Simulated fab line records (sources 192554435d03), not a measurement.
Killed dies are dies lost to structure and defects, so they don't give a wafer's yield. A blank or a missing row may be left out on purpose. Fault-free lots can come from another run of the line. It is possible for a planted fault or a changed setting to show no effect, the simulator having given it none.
Chamber matching -- flow n5 finfet -- N5_BEOL_M1_DESCUM_33 on rie diel-04 has 4 sister chambers
The step chemistry O2, time 7 s. 16 wafers are shown with their chamber, then 8 later ones without.

WAFERS, EACH WITH ITS CHAMBER
wafer,chamber,showerhead plenum p Torr (Torr),throttle valve pct (%),oes product au (a.u.)
L075.1,1,2.17,20.41,0.73
L075.3,3,2.20,20.49,0.73
L075.5,1,2.17,20.41,0.73
L078.1,0,1.97,20.55,0.73
L078.5,3,2.19,20.51,0.72
L078.6,0,1.97,20.56,0.73
L080.2,3,2.19,20.53,0.70
L080.3,2,2.09,20.35,0.76
L080.6,2,2.09,20.35,0.76
L081.1,3,2.19,20.51,0.71
L081.3,2,2.09,20.37,0.76
L081.5,1,2.17,20.41,0.72
L083.2,0,1.96,20.56,0.72
L083.3,1,2.17,20.41,0.72
L083.6,1,2.17,20.42,0.72
L084.1,2,2.09,20.37,0.75

SIGNATURES (averages over the wafers above)
reading,chamber 0,chamber 1,chamber 2,chamber 3,scatter within a chamber
showerhead plenum p Torr,1.9667,2.1700,2.0900,2.1925,0.00344
throttle valve pct,20.5567,20.4120,20.3600,20.5100,0.0106
oes product au,0.7267,0.7240,0.7575,0.7150,0.00797
Rule: distance of a wafer from a chamber = root of the sum over the readings of ((wafer's reading minus chamber's mean) / reading's scatter) squared. If the next closest chamber is less than 2 further off than the closest, the wafer can't be placed; otherwise it belongs to the closest. The scatter: the root of (the sum of the squares of (reading less its chamber's mean) over the shown wafers, divided by (wafers less chambers)).

WAFERS WHOSE CHAMBER IS MISSING
wafer,showerhead plenum p Torr (Torr),throttle valve pct (%),oes product au (a.u.)
L084.5,2.17,20.44,0.72
L084.6,2.09,20.36,0.76
L085.2,2.19,20.53,0.70
L085.3,2.09,20.36,0.74
L085.4,2.17,20.44,0.72
L095.1,2.16,20.47,0.70
L095.2,2.18,20.56,0.70
L095.4,2.08,20.38,0.73

THE CHAMBER EACH PASSED THROUGH
wafer,from the rows above,in truth
L084.5,1,1
L084.6,2,2
L085.2,3,3
L085.3,2,2
L085.4,1,1
L095.1,1,1
L095.2,3,3
L095.4,2,2
Correct placement for 8 of the 8. Number that these rows cannot place: 0. Placed wrongly: 0.
